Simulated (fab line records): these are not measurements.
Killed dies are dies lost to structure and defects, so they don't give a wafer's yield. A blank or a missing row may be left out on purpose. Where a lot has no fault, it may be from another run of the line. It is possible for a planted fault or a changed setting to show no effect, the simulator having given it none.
Matching of chambers | flow nandHarc | NHARC_P_CONTACT_ALD_22 on aldMetal-02: 4 sister chambers
The step deposits TiN, target thk 3 nm, pulse time 1 s, ald cycles 150. 30 wafers are shown with their chamber, then 12 later ones without.

== WAFERS PAIRED WITH THEIR CHAMBERS ==
wafer  | chamber | heaterPowerW (W) | precursorPulseHeightRel
L074.1 | 2       | 910              | 0.986
L074.3 | 0       | 1134             | 0.956
L074.6 | 3       | 1228             | 0.988
L076.2 | 3       | 1234             | 1.007
L076.3 | 2       | 941              | 0.986
L076.5 | 0       | 1167             | 1.026
L078.2 | 2       | 959              | 1.016
L078.4 | 3       | 1199             | 1.041
L078.6 | 0       | 1110             | 0.987
L081.2 | 1       | 1108             | 0.993
L081.4 | 3       | 1242             | 1.011
L081.5 | 0       | 1146             | 1.030
L083.1 | 3       | 1217             | 1.040
L083.3 | 1       | 1113             | 0.999
L083.4 | 0       | 1137             | 0.998
L084.1 | 3       | 1254             | 0.997
L084.2 | 0       | 1132             | 1.022
L084.4 | 1       | 1150             | 1.004
L084.3 | 2       | 963              | 1.017
L084.5 | 0       | 1149             | 0.986
L084.6 | 1       | 1110             | 1.030
L086.1 | 0       | 1145             | 1.017
L086.5 | 3       | 1268             | 0.997
L086.6 | 0       | 1139             | 0.999
L088.4 | 0       | 1100             | 0.973
L088.5 | 3       | 1246             | 1.005
L088.6 | 0       | 1111             | 0.987
L091.3 | 3       | 1251             | 0.993
L091.5 | 0       | 1127             | 1.029
L091.6 | 3       | 1235             | 1.009

SIGNATURES (averages over the wafers above)
reading                 | chamber 0 | chamber 1 | chamber 2 | chamber 3 | scatter within a chamber
heaterPowerW            | 1133.08   | 1120.25   | 943.25    | 1237.40   | 19.9
precursorPulseHeightRel | 1.00083   | 1.00650   | 1.00125   | 1.00880   | 0.0207
Rule: for each reading, subtract the chamber's mean from the wafer's reading, divide by that reading's scatter and square the result; add these up over the readings and take the root, which gives the wafer's distance from the chamber. If the next closest chamber is less than 2 further off than the closest, the wafer can't be placed; otherwise it belongs to the closest. The scatter is the square root of a quotient: the sum, over the shown wafers, of each reading's squared deviation from its chamber's mean, divided by wafers minus chambers.

== WAFERS WITHOUT THEIR CHAMBER ==
wafer  | heaterPowerW (W) | precursorPulseHeightRel
L092.3 | 961              | 1.014
L092.5 | 1106             | 0.995
L092.6 | 1217             | 0.991
L094.2 | 958              | 0.986
L094.4 | 1095             | 0.977
L094.6 | 1263             | 0.995
L096.1 | 952              | 1.017
L096.2 | 1130             | 0.997
L096.3 | 1233             | 0.977
L096.4 | 1113             | 0.997
L096.5 | 973              | 0.977
L096.6 | 1230             | 1.033

== CHAMBER TAKEN BY EACH ==
wafer  | from the rows above     | in truth
L092.3 | 2                       | 2
L092.5 | can't be placed: 1 or 0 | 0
L092.6 | 3                       | 3
L094.2 | 2                       | 2
L094.4 | can't be placed: 1 or 0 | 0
L094.6 | 3                       | 3
L096.1 | 2                       | 2
L096.2 | can't be placed: 0 or 1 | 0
L096.3 | 3                       | 3
L096.4 | can't be placed: 1 or 0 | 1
L096.5 | 2                       | 2
L096.6 | 3                       | 3
Placed correctly: 8 of 12. Not placeable from these rows: 4 (in 4, the candidates include the true chamber). 0 placed wrongly.
